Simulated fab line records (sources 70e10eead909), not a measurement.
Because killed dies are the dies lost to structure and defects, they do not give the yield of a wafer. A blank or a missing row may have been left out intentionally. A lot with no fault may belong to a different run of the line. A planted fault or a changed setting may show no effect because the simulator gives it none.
Matching of chambers :: flow nandHarc :: NHARC_A_CHANNEL_FILL_D2_CMP_10 on cmp-04 has 4 sister chambers
The step polishes, target thk 150 nm. 16 wafers are shown with their chamber, then 8 later ones without.

== WAFERS WITH THEIR CHAMBER ==
wafer: L076.1
chamber: 2
motorCurrentA (A): 11.8
timeToEndpointS (s): 11

wafer: L076.3
chamber: 1
motorCurrentA (A): 13.1
timeToEndpointS (s): 13

wafer: L076.5
chamber: 2
motorCurrentA (A): 12.8
timeToEndpointS (s): 10

wafer: L078.1
chamber: 3
motorCurrentA (A): 10.3
timeToEndpointS (s): 22

wafer: L078.2
chamber: 1
motorCurrentA (A): 13.1
timeToEndpointS (s): 15

wafer: L078.4
chamber: 0
motorCurrentA (A): 11.4
timeToEndpointS (s): 15

wafer: L082.2
chamber: 3
motorCurrentA (A): 9.9
timeToEndpointS (s): 16

wafer: L082.5
chamber: 2
motorCurrentA (A): 12.2
timeToEndpointS (s): 15

wafer: L082.6
chamber: 3
motorCurrentA (A): 10.6
timeToEndpointS (s): 17

wafer: L084.1
chamber: 1
motorCurrentA (A): 12.6
timeToEndpointS (s): 14

wafer: L084.4
chamber: 0
motorCurrentA (A): 10.5
timeToEndpointS (s): 13

wafer: L084.6
chamber: 2
motorCurrentA (A): 12.0
timeToEndpointS (s): 13

wafer: L086.1
chamber: 2
motorCurrentA (A): 11.8
timeToEndpointS (s): 14

wafer: L086.2
chamber: 3
motorCurrentA (A): 10.2
timeToEndpointS (s): 18

wafer: L086.3
chamber: 1
motorCurrentA (A): 12.7
timeToEndpointS (s): 14

wafer: L093.2
chamber: 3
motorCurrentA (A): 10.1
timeToEndpointS (s): 19

SIGNATURES (averages over the wafers above)
reading: motorCurrentA
chamber 0: 10.950
chamber 1: 12.875
chamber 2: 12.120
chamber 3: 10.220
scatter within a chamber: 0.362

reading: timeToEndpointS
chamber 0: 14.00
chamber 1: 14.00
chamber 2: 12.60
chamber 3: 18.40
scatter within a chamber: 1.88
Rule: for a wafer and a chamber, the distance is found by dividing, reading by reading, the gap between the wafer's reading and the chamber's mean by the reading's scatter, squaring, summing and taking the root. If the next closest chamber is less than 2 further off than the closest, the wafer can't be placed; otherwise it belongs to the closest. The scatter: take each reading less its chamber's mean, square it, sum over the shown wafers, divide by the number of wafers less the number of chambers, and take the root.

== WAFERS WITH NO CHAMBER GIVEN ==
wafer: L093.3
motorCurrentA (A): 12.7
timeToEndpointS (s): 16

wafer: L093.6
motorCurrentA (A): 11.9
timeToEndpointS (s): 13

wafer: L096.3
motorCurrentA (A): 11.3
timeToEndpointS (s): 15

wafer: L096.4
motorCurrentA (A): 12.7
timeToEndpointS (s): 15

wafer: L096.6
motorCurrentA (A): 12.9
timeToEndpointS (s): 15

wafer: L097.1
motorCurrentA (A): 12.3
timeToEndpointS (s): 10

wafer: L097.3
motorCurrentA (A): 10.8
timeToEndpointS (s): 9

wafer: L097.6
motorCurrentA (A): 12.2
timeToEndpointS (s): 12

== THE CHAMBER EACH PASSED THROUGH ==
wafer: L093.3
from the rows above: can't be placed: 1 or 2
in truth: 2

wafer: L093.6
from the rows above: 2
in truth: 2

wafer: L096.3
from the rows above: can't be placed: 0 or 2
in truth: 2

wafer: L096.4
from the rows above: can't be placed: 1 or 2
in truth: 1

wafer: L096.6
from the rows above: can't be placed: 1 or 2
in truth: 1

wafer: L097.1
from the rows above: can't be placed: 2 or 1
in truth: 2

wafer: L097.3
from the rows above: can't be placed: 0 or 2
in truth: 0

wafer: L097.6
from the rows above: can't be placed: 2 or 1
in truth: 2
Correctly placed: 1 of 8. Can't be placed from these rows: 7 (the true chamber is among the candidates in 7). Number placed wrongly: 0.
